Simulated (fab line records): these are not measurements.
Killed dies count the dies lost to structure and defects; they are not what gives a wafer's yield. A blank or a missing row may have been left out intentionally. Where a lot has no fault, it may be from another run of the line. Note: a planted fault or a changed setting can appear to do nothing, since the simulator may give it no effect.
Split-lot trial :: flow n5-finfet :: on a route of 1938 steps: 7 lots, 21 wafers read

== THE SPLIT ITSELF ==
At N5_BEOL_M3_EXPOSE_08 (exposes mask M3), the setting dose-mj was moved away from the recipe's 33 on 6 of the 21 wafers read, by -5.8% to +5.5%. All remaining wafers had this setting at the recipe value.

== FROM THE SPLIT TO THE READING: what the file shows between them, 2 steps ==
- N5_BEOL_M3_PEB_09: peb time 60 s
- N5_BEOL_M3_DEVELOP_10: develop time 30 s

== THE READING ==
cd-nm at N5_BEOL_M3_CD_MEAS_11, given in nm (cd target 17.05 nm). Typical for fault-free wafers on this fab line: 17.09 nm, with standard deviation 0.25 nm.

wafer: L074.1
tool, chamber at the split: euv-scanner-01, 0
dose-mj as run: 34.16
against the recipe: +3.5%
cd-nm, nm: 17.67
against lot-mates on the recipe: +0.62

wafer: L074.2
tool, chamber at the split: euv-scanner-01, 0
dose-mj as run: 33
against the recipe: recipe
cd-nm, nm: 17.05
against lot-mates on the recipe: -

wafer: L074.4
tool, chamber at the split: euv-scanner-01, 0
dose-mj as run: 34.16
against the recipe: +3.5%
cd-nm, nm: 17.46
against lot-mates on the recipe: +0.41

wafer: L076.1
tool, chamber at the split: euv-scanner-01, 0
dose-mj as run: 33
against the recipe: recipe
cd-nm, nm: 17.14
against lot-mates on the recipe: -

wafer: L076.3
tool, chamber at the split: euv-scanner-01, 0
dose-mj as run: 33
against the recipe: recipe
cd-nm, nm: 17.29
against lot-mates on the recipe: -

wafer: L076.4
tool, chamber at the split: euv-scanner-01, 0
dose-mj as run: 33
against the recipe: recipe
cd-nm, nm: 17.34
against lot-mates on the recipe: -

wafer: L078.2
tool, chamber at the split: euv-scanner-01, 0
dose-mj as run: 34.83
against the recipe: +5.5%
cd-nm, nm: 18.29
against lot-mates on the recipe: +1.16

wafer: L078.3
tool, chamber at the split: euv-scanner-01, 0
dose-mj as run: 34.83
against the recipe: +5.5%
cd-nm, nm: 18.30
against lot-mates on the recipe: +1.17

wafer: L078.4
tool, chamber at the split: euv-scanner-01, 0
dose-mj as run: 33
against the recipe: recipe
cd-nm, nm: 17.13
against lot-mates on the recipe: -

wafer: L082.3
tool, chamber at the split: euv-scanner-01, 0
dose-mj as run: 33
against the recipe: recipe
cd-nm, nm: 16.75
against lot-mates on the recipe: -

wafer: L082.5
tool, chamber at the split: euv-scanner-01, 0
dose-mj as run: 31.08
against the recipe: -5.8%
cd-nm, nm: 15.60
against lot-mates on the recipe: -1.19

wafer: L082.6
tool, chamber at the split: euv-scanner-01, 0
dose-mj as run: 33
against the recipe: recipe
cd-nm, nm: 16.83
against lot-mates on the recipe: -

wafer: L090.1
tool, chamber at the split: euv-scanner-02, 0
dose-mj as run: 33
against the recipe: recipe
cd-nm, nm: 16.85
against lot-mates on the recipe: -

wafer: L090.4
tool, chamber at the split: euv-scanner-02, 0
dose-mj as run: 33
against the recipe: recipe
cd-nm, nm: 17.34
against lot-mates on the recipe: -

wafer: L090.6
tool, chamber at the split: euv-scanner-02, 0
dose-mj as run: 33
against the recipe: recipe
cd-nm, nm: 16.87
against lot-mates on the recipe: -

wafer: L089.1
tool, chamber at the split: euv-scanner-02, 0
dose-mj as run: 32.03
against the recipe: -2.9%
cd-nm, nm: 16.56
against lot-mates on the recipe: -0.31

wafer: L089.2
tool, chamber at the split: euv-scanner-02, 0
dose-mj as run: 33
against the recipe: recipe
cd-nm, nm: 16.95
against lot-mates on the recipe: -

wafer: L089.5
tool, chamber at the split: euv-scanner-02, 0
dose-mj as run: 33
against the recipe: recipe
cd-nm, nm: 16.79
against lot-mates on the recipe: -

wafer: L094.2
tool, chamber at the split: euv-scanner-02, 0
dose-mj as run: 33
against the recipe: recipe
cd-nm, nm: 17.34
against lot-mates on the recipe: -

wafer: L094.4
tool, chamber at the split: euv-scanner-02, 0
dose-mj as run: 33
against the recipe: recipe
cd-nm, nm: 17.45
against lot-mates on the recipe: -

wafer: L094.5
tool, chamber at the split: euv-scanner-02, 0
dose-mj as run: 33
against the recipe: recipe
cd-nm, nm: 17.35
against lot-mates on the recipe: -

THE FIT
A straight line over all 21 wafers: cd-nm changes by +0.211 nm for each +1% of dose-mj; r = +0.92; the points scatter about the line by 0.24 nm.
The same after taking each lot's own level away (the mean of its wafers on the recipe; 21 wafers): +0.189 nm for each +1%; r = +0.96; scatter 0.14 nm.
Per that fit: largest dose-mj move, reading shift of 1.1 nm.
Across the lots, their own levels run from 16.790 to 17.380 nm, a range of 2.4 times the standard deviation given above.
So the lot-to-lot level changes the slope: the two fits differ.
Check: -1.04 nm against its lot-mates is what the line predicts for one of the wafers moved furthest among these (-5.8%) when that wafer is left out of the fit. Against them it came out at -1.19 nm.

== THE WHOLE CHAIN: every reading that the file lists as answering this split, in the file's order ==
step: N5_BEOL_M3_CD_MEAS_11
what it does: target cd 17.05 nm
reading: cd-nm
change (the file's fit): +0.188 nm for each +1% of the setting
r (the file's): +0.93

step: N5_BEOL_M3_ETCH_74
what it does: etches underlayer in N2/H2, target depth 6.5 nm, time 5.2 s
reading: BEOL_M3.cd-offset-nm (the simulator's own value, which no gauge read)
change (the file's fit): +0.19 nm for each +1% of the setting
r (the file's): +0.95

== FILE'S OWN FIT ==
cd-nm changes by +0.188 nm for each +1% of dose-mj, r = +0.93.
